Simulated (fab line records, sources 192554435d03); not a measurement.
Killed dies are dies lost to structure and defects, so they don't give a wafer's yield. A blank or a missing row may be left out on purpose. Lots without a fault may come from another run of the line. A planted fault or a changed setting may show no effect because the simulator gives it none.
fab line records | flow n5_finfet
record lots=7 wafers=21 last_day=18
route steps=1938 shown BEOL_M14@1725
lots that met no fault: from a run of the same line without faults
start_h: hours from the record's first day to the start of the lot's first wafer shown | wait_h: hours since the lot's step before | " the same as in the row above | L1.1+2: a row that stands for several wafers | - no value, or no start given | * or withheld: withheld | < > ~ a bound
route shown NAME@n: a module of which the file shows steps, and the number in the route of the first | usual: mean/standard deviation of fault-free wafers | same: alike in all rows | chamber/n: place in a boat | sites: the reading at each site | _std_site: their standard deviation | _edge_site: outer sites' mean less inner sites' | radius_mm: how far each site lies from the wafer's centre | mask NAME#n: copy n | behind: the tool/chamber that last shaped the wafer | hold: why the lot was held/for how many hours/how that ended | device: the transistor (n, p or np) that didn't switch | end of line: the same wafers' tests at the end of the route | a step without rows: its recipe alone | killed: dies lost to structure and defects at the first sort, not the wafer's yield | map: a wafer's dies, x killed, . not, _ none there
set.NAME: the setting as run; set.NAME@STEP: as run at that earlier step | model.NAME: the simulator's own value behind a step, which no gauge read
lots at some steps of the route; a table a step, a row a wafer
services: from which hour (start_h, from the record's first day; less than 0 if before it) a tool's chamber was out of use, for how many hours, and why
## steps
# step N5_BEOL_M14_HARDBAKE_14
# recipe temp_c=130 time_s=120
# step N5_BEOL_M14_CD_MEAS_10
# recipe target_cd_nm=250 landing_energy_ev=500 detector=se_inlens polarity=opening
# usual cd_nm=249.1/1.2
# columns lot.wafer tool chamber start_h wait_h cd_nm
L163.4 cd_sem-03 0 262.67 - 247.7
L163.5 " 0 " " 248.8
L163.6 " 0 " " 248.3
L167.1 cd_sem-02 0 288.47 - 251.5
L167.2 " 0 " " 250.3
L167.5 " 0 " " 249.5
L170.2 cd_sem-03 0 305.33 - 249.1
L170.3 " 0 " " 249.1
L170.5 " 0 " " 249.1
L172.1 cd_sem-02 0 315.28 - 248.1
L172.3 " 0 " " 248.8
L172.4 " 0 " " 249.5
L173.2 cd_sem-02 0 334.62 - 248.6
L173.3 " 0 " " 250.0
L173.6 " 0 " " 249.8
L178.3 cd_sem-03 0 342.68 - 248.6
L178.5 " 0 " " 250.1
L178.6 " 0 " " 248.8
L184.1 cd_sem-01 0 401.03 - 248.4
L184.4 " 0 " " 250.0
L184.5 " 0 " " 249.8
# step N5_BEOL_M14_OVL_MEAS_11
# recipe points_per_wafer=44
# usual V13_OVL=0/5.6
# columns lot.wafer tool chamber start_h wait_h V13_OVL[nm]
L163.4 overlay-02 0 262.69 0.0 -10
L163.5 " 0 " " -3
L163.6 " 0 " " -5
L167.1 overlay-01 0 288.50 0.0 0
L167.2 " 0 " " 11
L167.5 " 0 " " 5
L170.2 overlay-01 0 305.36 0.0 3
L170.3 " 0 " " -6
L170.5 " 0 " " -2
L172.1 overlay-02 0 315.31 0.0 -5
L172.3 " 0 " " -6
L172.4 " 0 " " -7
L173.2 overlay-02 0 334.65 0.0 7
L173.3 " 0 " " 1
L173.6 " 0 " " 0
L178.3 overlay-01 0 342.71 0.0 2
L178.5 " 0 " " 9
L178.6 " 0 " " 1
L184.1 overlay-02 0 401.06 0.0 -2
L184.4 " 0 " " 4
L184.5 " 0 " " -8
# step N5_BEOL_M14_INSPECT_12
# recipe mode=adi inspect_instrument=macro
# usual raw_defect_count=2.1/1.4
# columns lot.wafer tool chamber start_h wait_h raw_defect_count
L163.4 defect_inspect-01 - 262.72 0.0 3
L163.5 " - " " 2
L163.6 " - " " 0
L167.1 defect_inspect-02 - 288.52 0.0 1
L167.2 " - " " 2
L167.5 " - " " 2
L170.2 defect_inspect-02 - 305.38 0.0 0
L170.3 " - " " 1
L170.5 " - " " 1
L172.1 defect_inspect-02 - 315.33 0.0 1
L172.3 " - " " 2
L172.4 " - " " 1
L173.2 defect_inspect-02 - 334.68 0.0 4
L173.3 " - " " 2
L173.6 " - " " 3
L178.3 defect_inspect-01 - 342.73 0.0 0
L178.5 " - " " 2
L178.6 " - " " 3
L184.1 defect_inspect-02 - 401.08 0.0 0
L184.4 " - " " 2
L184.5 " - " " 1
# step N5_BEOL_M14_DESCUM_15
# recipe chemistry=O2 time_s=7.9 source_power_w=50 bias_power_w=20 pressure_mtorr=20 rf_frequency_hz=2.712e+07 temp_c=40 o2_flow_sccm=225
# usual drypump_motor_current_A=5.8/0.32 oes_product_au=0.80/0.083 rf_fwd_power_W=49.36/0.22 rf_vpp_V=242.7/1.5 showerhead_plenum_p_Torr=2.07/0.073 throttle_valve_pct=20.44/0.28
# columns lot.wafer tool chamber start_h wait_h drypump_motor_current_A oes_product_au rf_fwd_power_W rf_hours_counter_h rf_vpp_V showerhead_plenum_p_Torr throttle_valve_pct
L163.4 rie_diel-03 2 262.75 0.0 5.5 0.74 49.66 174 245.4 2.18 20.88
L163.5 " 0 " " 5.1 0.89 49.18 - 242.7 2.04 20.27
L163.6 " 1 " " 6.4 0.88 49.41 - 241.0 2.04 20.04
L167.1 rie_diel-04 0 288.56 0.0 5.5 0.82 49.15 107 242.1 2.03 20.16
L167.2 " 3 " " 5.6 0.80 49.55 73 245.1 2.21 20.54
L167.5 " 2 " " 5.6 0.72 49.37 - 244.2 2.14 20.80
L170.2 rie_diel-01 1 305.42 0.0 6.0 0.91 49.27 16 244.0 2.06 20.19
L170.3 " 3 " " 5.7 0.73 49.16 169 243.2 2.00 20.72
L170.5 " 3 " " 5.7 0.74 49.18 - 242.5 2.00 20.71
L172.1 rie_diel-04 2 315.36 0.0 5.6 0.72 49.31 222 243.0 2.14 20.82
L172.3 " 0 " " 5.5 0.80 49.25 115 241.5 2.02 20.17
L172.4 " 3 " " 5.7 0.80 49.43 82 244.7 2.20 20.57
L173.2 rie_diel-03 2 334.71 0.0 5.5 0.72 49.54 199 245.6 2.17 20.94
L173.3 " 3 " " 5.9 0.71 49.28 221 240.4 1.98 20.70
L173.6 " 3 " " 5.9 0.71 49.34 - 241.6 1.98 20.70
L178.3 rie_diel-01 3 342.77 0.0 5.7 0.73 49.43 184 242.0 2.00 20.72
L178.5 " 0 " " 6.1 0.76 49.22 - 242.8 2.01 20.24
L178.6 " 3 " " 5.7 0.72 49.16 - 241.7 2.00 20.74
L184.1 rie_diel-04 2 401.14 0.1 5.6 1.02 49.49 3 243.8 2.13 20.47
L184.4 " 3 " " 5.6 0.75 49.81 119 244.1 2.19 20.60
L184.5 " 3 " " 5.7 0.75 49.69 - 244.8 2.19 20.62
# step N5_BEOL_M14_ETCH_59
# recipe chemistry=N2/H2 target=BARC target_depth_a=890 overetch_a=267 time_s=67.9 ion_energy_ev=200 pressure_mtorr=30 source_w=840 bias_w=150 n2_flow_sccm=200 h2_flow_sccm=200
# usual drypump_motor_current_A=5.8/0.32 oes_product_au=0.68/0.066 rf_fwd_power_W=832/3.1 rf_vpp_V=523.0/2.6 showerhead_plenum_p_Torr=2.51/0.09 throttle_valve_pct=17.89/0.28
# columns lot.wafer tool chamber start_h wait_h drypump_motor_current_A oes_product_au rf_fwd_power_W rf_hours_counter_h rf_vpp_V showerhead_plenum_p_Torr throttle_valve_pct
L163.4 rie_diel-03 2 262.79 0.0 5.5 0.64 830 174 527.3 2.64 18.20
L163.5 " 0 " " 5.1 0.74 831 - 521.4 2.49 17.80
L163.6 " 1 " " 6.3 0.75 836 - 523.8 2.49 17.54
L167.1 rie_diel-04 0 288.59 0.0 5.5 0.69 834 107 522.5 2.45 17.58
L167.2 " 3 " " 5.7 0.69 832 73 527.6 2.67 17.89
L167.5 " 2 " " 5.6 0.62 830 - 526.0 2.61 18.26
L170.2 rie_diel-01 1 305.45 0.0 5.9 0.77 828 16 522.4 2.50 17.52
L170.3 " 3 " " 5.7 0.62 833 169 519.8 2.43 18.14
L170.5 " 3 " " 5.8 0.62 829 - 521.4 2.43 18.14
L172.1 rie_diel-04 2 315.40 0.0 5.6 0.62 834 222 525.8 2.61 18.29
L172.3 " 0 " " 5.5 0.68 832 115 522.5 2.45 17.59
L172.4 " 3 " " 5.7 0.68 834 82 528.8 2.67 17.91
L173.2 rie_diel-03 2 334.75 0.0 5.5 0.62 833 199 527.2 2.63 18.24
L173.3 " 3 " " 5.9 0.62 831 221 520.3 2.41 18.29
L173.6 " 3 " " 5.9 0.62 834 - 519.1 2.41 18.27
L178.3 rie_diel-01 3 342.80 0.0 5.7 0.62 831 184 520.7 2.43 18.19
L178.5 " 0 " " 6.1 0.65 834 - 520.6 2.43 17.73
L178.6 " 3 " " 5.7 0.62 832 - 519.9 2.43 18.19
L184.1 rie_diel-04 2 401.18 0.0 5.6 0.85 832 3 525.0 2.60 17.90
L184.4 " 3 " " 5.6 0.65 837 119 528.3 2.65 17.96
L184.5 " 3 " " 5.6 0.65 833 - 526.4 2.65 17.98
# step N5_BEOL_M14_VIA_ETCH_16
# recipe chemistry=C4F8/O2/Ar target=SiO2 he_inner_torr=15 he_outer_torr=30 target_depth_a=12313 time_s=withheld ion_energy_ev=800 pressure_mtorr=20 source_w=1905 bias_w=2040 Ar_flow_sccm=400 C4F8_flow_sccm=16 O2_flow_sccm=12 ends=cleared
# usual drypump_motor_current_A=5.8/0.32 oes_ar_750_au=0.79/0.074 oes_o_777_au=0.80/0.075 oes_product_au=0.72/0.074 rf_fwd_power_W=1898/5.9 rf_vpp_V=2220/20 showerhead_plenum_p_Torr=3.40/0.12 throttle_valve_pct=30.9/0.32
# columns lot.wafer tool chamber start_h wait_h drypump_motor_current_A oes_ar_750_au oes_o_777_au oes_product_au rf_fwd_power_W rf_vpp_V showerhead_plenum_p_Torr throttle_valve_pct
L163.4 rie_diel-03 2 262.84 0.0 5.5 0.74 0.76 0.67 1903 2225 3.55 31.2
L163.5 " 0 " " 5.1 0.87 0.85 0.81 1903 2249 3.35 30.7
L163.6 " 1 " " 6.3 0.87 0.86 0.80 1905 2203 3.36 30.5
L167.1 rie_diel-04 0 288.65 0.0 5.5 0.81 0.82 0.74 1897 2194 3.33 30.6
L167.2 " 3 " " 5.7 0.79 0.78 0.72 1897 2259 3.63 31.2
L167.5 " 2 " " 5.6 0.72 0.71 0.65 1902 2225 3.54 31.3
L170.2 rie_diel-01 1 305.50 0.0 5.9 0.91 0.92 0.83 1888 2219 3.36 30.5
L170.3 " 3 " " 5.8 0.74 0.75 0.67 1892 2208 3.29 31.1
L170.5 " 3 " " 5.8 0.74 0.74 0.66 1892 2205 3.29 31.1
L172.1 rie_diel-04 2 315.45 0.0 5.6 0.71 0.70 0.64 1900 2225 3.53 31.3
L172.3 " 0 " " 5.5 0.80 0.80 0.72 1899 2195 3.33 30.6
L172.4 " 3 " " 5.7 0.78 0.77 0.70 1899 2257 3.62 31.1
L173.2 rie_diel-03 2 334.80 0.0 5.5 0.73 0.73 0.65 1895 2224 3.54 31.2
L173.3 " 3 " " 6.0 0.72 0.72 0.64 1906 2192 3.28 31.2
L173.6 " 3 " " 6.0 0.72 0.73 0.64 1907 2194 3.28 31.2
L178.3 rie_diel-01 3 342.85 0.0 5.7 0.73 0.74 0.65 1894 2205 3.28 31.1
L178.5 " 0 " " 6.1 0.77 0.78 0.69 1889 2228 3.28 30.5
L178.6 " 3 " " 5.8 0.73 0.73 0.66 1904 2205 3.28 31.1
L184.1 rie_diel-04 2 401.23 0.0 5.6 0.99 0.98 0.90 1903 2223 3.51 31.1
L184.4 " 3 " " 5.6 0.76 0.74 0.68 1906 2258 3.60 31.2
L184.5 " 3 " " 5.6 0.75 0.74 0.68 1904 2257 3.60 31.2
# step N5_BEOL_M14_STRIP_63
# recipe chemistry=O2 power_w=600 temp_c=60 pressure_mtorr=30 rf_frequency_hz=6e+07 bias_power_w=0 overash_fraction=0.3 o2_flow_sccm=225
# usual drypump_motor_current_A=5.8/0.32 oes_product_au=0.80/0.083 rf_vpp_V=3.7/0.93 showerhead_plenum_p_Torr=2.07/0.073 throttle_valve_pct=16.68/0.28
# same overash_fraction=0.3
# columns lot.wafer tool chamber start_h wait_h drypump_motor_current_A oes_product_au rf_hours_counter_h rf_vpp_V showerhead_plenum_p_Torr throttle_valve_pct
L163.4 rie_diel-03 2 - - 5.5 0.74 174 3.5 2.19 17.10
L163.5 " 0 " " 5.1 0.90 - 5.1 2.04 16.50
L163.6 " 1 " " 6.4 0.89 - 3.8 2.04 16.27
L167.1 rie_diel-04 0 - - 5.5 0.82 107 2.7 2.03 16.42
L167.2 " 3 " " 5.7 0.79 74 4.0 2.21 16.76
L167.5 " 2 " " 5.6 0.72 - 4.7 2.15 17.08
L170.2 rie_diel-01 1 - - 6.0 0.92 17 4.3 2.06 16.41
L170.3 " 3 " " 5.7 0.73 169 1.9 2.01 16.94
L170.5 " 3 " " 5.7 0.73 - 3.7 2.01 16.92
L172.1 rie_diel-04 2 - - 5.6 0.72 223 3.8 2.15 17.09
L172.3 " 0 " " 5.5 0.80 115 4.9 2.03 16.42
L172.4 " 3 " " 5.7 0.79 83 5.2 2.21 16.75
L173.2 rie_diel-03 2 - - 5.5 0.72 199 3.2 2.18 17.16
L173.3 " 3 " " 5.9 0.70 221 3.9 1.99 16.95
L173.6 " 3 " " 5.9 0.71 - 3.0 1.99 16.97
L178.3 rie_diel-01 3 - - 5.7 0.73 184 3.6 2.00 16.96
L178.5 " 0 " " 6.1 0.76 - 3.4 2.01 16.48
L178.6 " 3 " " 5.7 0.72 - 1.9 2.00 16.98
L184.1 rie_diel-04 2 - - 5.6 1.02 3 2.6 2.13 16.69
L184.4 " 3 " " 5.7 0.75 119 4.3 2.19 16.83
L184.5 " 3 " " 5.7 0.75 - 3.5 2.19 16.86
# step N5_BEOL_M14_STRIP_64
# recipe chemistry=O2 power_w=600 temp_c=60 pressure_mtorr=30 rf_frequency_hz=6e+07 bias_power_w=0 overash_fraction=0.3 o2_flow_sccm=225
# usual drypump_motor_current_A=5.8/0.32 oes_product_au=0.80/0.082 rf_vpp_V=3.7/0.54 showerhead_plenum_p_Torr=2.07/0.073 throttle_valve_pct=16.68/0.28
# same overash_fraction=0.3
# columns lot.wafer tool chamber start_h wait_h drypump_motor_current_A oes_product_au rf_hours_counter_h rf_vpp_V showerhead_plenum_p_Torr throttle_valve_pct
L163.4 rie_diel-03 2 - - 5.5 0.73 174 3.2 2.19 17.11
L163.5 " 0 " " 5.1 0.89 - 3.9 2.04 16.48
L163.6 " 1 " " 6.3 0.87 - 4.5 2.04 16.27
L167.1 rie_diel-04 0 - - 5.5 0.82 107 4.2 2.03 16.41
L167.2 " 3 " " 5.7 0.80 74 3.5 2.21 16.77
L167.5 " 2 " " 5.6 0.72 - 4.0 2.15 17.07
L170.2 rie_diel-01 1 - - 6.0 0.91 17 3.5 2.06 16.39
L170.3 " 3 " " 5.7 0.73 169 3.7 2.01 16.92
L170.5 " 3 " " 5.7 0.73 - 4.6 2.01 16.94
L172.1 rie_diel-04 2 - - 5.6 0.72 223 4.5 2.15 17.12
L172.3 " 0 " " 5.5 0.81 115 3.4 2.03 16.44
L172.4 " 3 " " 5.6 0.79 83 4.2 2.21 16.78
L173.2 rie_diel-03 2 - - 5.5 0.71 199 3.9 2.18 17.15
L173.3 " 3 " " 5.9 0.71 222 3.8 1.99 16.94
L173.6 " 3 " " 5.9 0.71 - 4.2 1.99 16.97
L178.3 rie_diel-01 3 - - 5.7 0.73 184 3.9 2.00 16.96
L178.5 " 0 " " 6.0 0.76 - 2.6 2.01 16.49
L178.6 " 3 " " 5.7 0.72 - 3.0 2.00 16.96
L184.1 rie_diel-04 2 - - 5.6 1.02 3 4.1 2.13 16.65
L184.4 " 3 " " 5.6 0.75 119 3.3 2.19 16.83
L184.5 " 3 " " 5.6 0.76 - 3.0 2.19 16.84
# step N5_BEOL_M14_STRIP_71
# recipe chemistry=post_etch_residue_remover time_s=60 temp_c=25 remover_ph=withheld remover_water_wt_pct=withheld remover_fluoride_wt_pct=withheld
# step N5_BEOL_M14_SRD_72
# recipe time_s=30 temp_c=23 rinse_liquid=diw dry=n2_spin spin_rpm=1500 dry_time_s=30
# step N5_BEOL_M14_CD_MEAS_17
# recipe target_cd_nm=250 polarity=opening
# usual cd_nm=249.8/1.4
# columns lot.wafer tool chamber start_h wait_h cd_nm
L163.4 cd_sem-01 - 263.19 0.0 247.4
L163.5 " - " " 249.4
L163.6 " - " " 249.7
L167.1 cd_sem-01 - 289.00 0.0 253.4
L167.2 " - " " 250.7
L167.5 " - " " 251.7
L170.2 cd_sem-02 - 305.85 0.0 248.8
L170.3 " - " " 249.4
L170.5 " - " " 249.4
L172.1 cd_sem-03 - 315.95 0.0 249.1
L172.3 " - " " 250.1
L172.4 " - " " 250.1
L173.2 cd_sem-02 - 335.15 0.0 247.6
L173.3 " - " " 251.2
L173.6 " - " " 250.3
L178.3 cd_sem-03 - 343.20 0.0 247.9
L178.5 " - " " 250.4
L178.6 " - " " 249.6
L184.1 cd_sem-03 - 401.58 0.0 248.6
L184.4 " - " " 249.2
L184.5 " - " " 249.0
# step N5_BEOL_M14_COAT_65
# recipe resist=SOC temp_c=250 time_s=60 spin_rpm=1500 resist_thk_nm=450
# usual spin_speed_rpm=1500.0/0.83
# columns lot.wafer tool chamber start_h wait_h spin_speed_rpm model.SOC_of_BEOL_M14_COAT_65.thk_nm
L163.4 litho_track-02 0 263.22 0.0 1501.5 451.6
L163.5 " 0 " " 1499.4 450.4
L163.6 " 0 " " 1500.7 450.4
L167.1 litho_track-02 0 289.03 0.0 1499.8 449.6
L167.2 " 0 " " 1499.0 450
L167.5 " 0 " " 1499.2 450.6
L170.2 litho_track-02 0 305.89 0.0 1418.8 460.6
L170.3 " 0 " " 1419.9 461.2
L170.5 " 0 " " 1418.6 462.2
L172.1 litho_track-02 0 315.99 0.0 1419.1 462.2
L172.3 " 0 " " 1419.6 462
L172.4 " 0 " " 1419.4 461
L173.2 litho_track-02 0 335.19 0.0 1417.2 463.2
L173.3 " 0 " " 1420.0 463.6
L173.6 " 0 " " 1417.8 463
L178.3 litho_track-05 0 343.24 0.0 1499.5 451.2
L178.5 " 0 " " 1498.7 452.4
L178.6 " 0 " " 1501.0 453.4
L184.1 litho_track-04 0 401.61 0.0 1501.1 449.6
L184.4 " 0 " " 1499.5 449.6
L184.5 " 0 " " 1501.7 449.2
# step N5_BEOL_M14_COAT_66
# recipe resist=SiARC temp_c=220 time_s=60 spin_rpm=1500 resist_thk_nm=110
## services
# columns tool chamber start_h hours kind
rie_diel-04 - 240.08 14.6 pm
rie_diel-01 1 244.09 - clean
rie_diel-01 1 244.09 - consumable_replace:focus_ring
rie_diel-01 1 244.09 13.9 scheduled_down
rie_diel-01 1 244.09 13.9 vent_cycle
rie_diel-01 2 290.57 - clean
rie_diel-01 2 290.57 - consumable_replace:focus_ring
rie_diel-01 2 290.57 21.6 scheduled_down
rie_diel-01 2 290.57 21.6 vent_cycle
rie_diel-04 1 344.77 30.9 repair
rie_diel-03 - 361.14 2.8 pm
rie_diel-04 2 376.09 - clean
rie_diel-04 2 376.09 - consumable_replace:focus_ring
rie_diel-04 2 376.09 16.8 scheduled_down
rie_diel-04 2 376.09 16.8 vent_cycle
rie_diel-04 1 384.65 6.6 repair
rie_diel-01 2 393.40 8.3 repair
rie_diel-03 - 395.93 0.4 repair
## key
first_sign step=N5_BEOL_M14_COAT_65 reading=spin_speed_rpm direction=down sigmas=97 usual=* struck=*
effect none on later readings
model_effect step=N5_BEOL_M14_COAT_65 value=SOC_of_BEOL_M14_COAT_65.thk_nm without=449.4 struck=462.1
met_at N5_BEOL_M14_COAT_65
struck_wafers L170.2,L170.3,L170.5,L172.1,L172.3,L172.4,L173.2,L173.3,L173.6
onset_between 289.03 305.89
fault kind=process_parameter_drift tool=litho_track-02 chamber=- onset_h=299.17 steps=N5_BEOL_M14_COAT_65 channel=spin_rpm offset=* shape=step end_h=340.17 acts_in=* stated=*
